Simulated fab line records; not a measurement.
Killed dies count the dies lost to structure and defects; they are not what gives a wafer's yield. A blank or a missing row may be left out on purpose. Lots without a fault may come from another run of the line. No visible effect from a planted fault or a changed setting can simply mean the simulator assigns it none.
The same fault as seen by 3 desks || flow n5Finfet || only its own numbers are on each desk; what lay behind them is given at the end

== TOOL OWNER'S DESK, rieDiel-05 ==
The tool's own readings at N5_BEOL_M10_ETCH_61 (etches SiARC in CF4, target depth 39 nm, time 65 s): means of the sampled wafers that have a number, for each lot that ran on this tool. Marked OUT: a lot whose mean sits more than 4 standard deviations from the usual mean, which makes it out of limits; the brackets give that distance.
Columns: A = cf4FlowSccm at N5_BEOL_M10_ETCH_61, usual 100.0 sccm; B = drypumpMotorCurrentA at N5_BEOL_M10_ETCH_61, usual 5.4 A; C = etchRfOnTimeS at N5_BEOL_M10_ETCH_61, usual 65.8 s; D = oesProductAu at N5_BEOL_M10_ETCH_61, usual 0.64 a.u.; E = rfVppV at N5_BEOL_M10_ETCH_61, usual 183.9 V; F = showerheadPlenumPTorr at N5_BEOL_M10_ETCH_61, usual 2.13 Torr; G = throttleValvePct at N5_BEOL_M10_ETCH_61, usual 15.65 %
{"lot": "L707", "first seen here": "day 12 02:45", "A": 100.1, "B": 5.4, "C": 66.8, "D": 0.66, "E": 185.3, "F": 2.16, "G": 15.53}
{"lot": "L711", "first seen here": "day 13 12:13", "A": "89.9 (-33) OUT", "B": 5.7, "C": 67.9, "D": 0.62, "E": 184.3, "F": 2.09, "G": 15.26}
{"lot": "L716", "first seen here": "day 14 14:43", "A": "90.0 (-32) OUT", "B": 5.7, "C": 68.3, "D": 0.61, "E": 184.7, "F": 2.09, "G": 15.28}
This desk's finding: out of limits on L711, L716; first on L711, day 13 12:13 (cf4FlowSccm at N5_BEOL_M10_ETCH_61). In limits: L707.

== AT THE METROLOGY DESK ==
Lot by lot, what the gauges showed, no matter which tool ran the lot: averages of those sampled wafers that carry a number. Marked OUT: a lot whose mean sits more than 4 standard deviations from the usual mean, which makes it out of limits; the brackets give that distance.
Columns: A = cdNm at N5_BEOL_M10_CD_MEAS_11, usual 64.4 nm; B = M10_OVL at N5_BEOL_M10_OVL_MEAS_12, usual 0.2 nm
{"lot": "L705", "first seen here": "day 11 05:16", "A": 64.2, "B": 0.1}
{"lot": "L707", "first seen here": "day 12 01:55", "A": 64.5, "B": -0.1}
{"lot": "L711", "first seen here": "day 13 12:04", "A": 64.2, "B": 1.3}
{"lot": "L716", "first seen here": "day 14 14:35", "A": 65.1, "B": 1.2}
{"lot": "L718", "first seen here": "day 14 23:56", "A": 64.6, "B": -0.4}
{"lot": "L719", "first seen here": "day 15 07:37", "A": 64.1, "B": 1.0}
Result from this desk: across the 6 lots, nothing is out of limits.

== THE DEFECT DESK ==
Counts from the inspections along the route, per lot, as means over the sampled wafers that have a number. Marked OUT: a lot whose mean sits more than 4 standard deviations from the usual mean, which makes it out of limits; the brackets give that distance.
Columns: A = rawDefectCount at N5_BEOL_M10_INSPECT_13, usual 418
{"lot": "L705", "first seen here": "day 11 05:20", "A": 567}
{"lot": "L707", "first seen here": "day 12 01:59", "A": 373}
{"lot": "L711", "first seen here": "day 13 12:07", "A": 343}
{"lot": "L716", "first seen here": "day 14 14:38", "A": 432}
{"lot": "L718", "first seen here": "day 15 00:00", "A": 371}
{"lot": "L719", "first seen here": "day 15 07:40", "A": 417}
Result from this desk: across the 6 lots, nothing is out of limits.

== ALL TOGETHER ==
An alarm could have come from the tool owner's desk at day 13 12:13, on L711, L716.
Nothing out of limits was seen by the metrology desk.
Nothing out of limits was seen by the defect desk.
The metrology desk has L711, L716 on record, within its limits.
The defect desk has L711, L716 on record, within its limits.
Every lot named ran N5_BEOL_M10_ETCH_61 on rieDiel-05.

== WHAT WAS PUT IN BY THE SIMULATOR ==
rieDiel-05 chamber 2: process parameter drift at N5_BEOL_M10_ETCH_61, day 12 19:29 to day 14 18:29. Setting cf4FlowSccm shifted by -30 from 100. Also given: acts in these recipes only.
Shown lots that were struck: L711, L716.
Delay in hours, fault start to first out-of-limits reading, by desk: the tool owner's desk at 17.
